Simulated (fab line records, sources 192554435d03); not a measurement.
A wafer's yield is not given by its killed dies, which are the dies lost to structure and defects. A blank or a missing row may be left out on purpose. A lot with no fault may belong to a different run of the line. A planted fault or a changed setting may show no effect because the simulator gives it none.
Chamber matching    flow n5_finfet    N5_BEOL_M8_DEP_56 on pecvd-02 has 3 sister chambers
The step deposits SiCN from 3MS/NH3, target thk 10 nm, time 17.5 s. 3 wafers are shown with their chamber, then 11 later ones without.

WAFERS PAIRED WITH THEIR CHAMBERS
wafer   chamber  throttle_valve_pct (%)
L089.2  0        9.3
L089.6  1        9.8
L092.2  2        8.5

WAFERS WITHOUT THEIR CHAMBER
wafer   throttle_valve_pct (%)
L092.4  9.6
L092.5  8.4
L094.2  9.3
L094.4  8.5
L094.6  9.3
L093.3  9.2
L093.5  8.6
L093.6  9.3
L096.1  9.5
L096.5  8.6
L096.6  9.8

WHICH CHAMBER EACH WENT THROUGH
wafer   from the rows above      in truth
L092.4  can't be placed: 1 or 0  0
L092.5  2                        2
L094.2  0                        0
L094.4  2                        2
L094.6  0                        0
L093.3  0                        0
L093.5  2                        2
L093.6  0                        0
L096.1  can't be placed: 0 or 1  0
L096.5  2                        2
L096.6  1                        1
Correctly placed: 9 of 11. From these rows, 2 cannot be placed; in 2 the true chamber is one of the candidates. Placed wrongly: 0.
How it was worked out, from the rows above alone: a wafer's distance from a chamber is the root of the sum, over the readings, of the square of ((its reading less the chamber's mean) divided by the reading's scatter). The wafer belongs to the nearest chamber; if the next one is less than 2 further off, it can't be placed. A chamber's mean is the mean of its shown wafers. The scatter: with one shown wafer a chamber, the root of the mean of the squares of how far each hidden wafer lies from its nearest shown one.
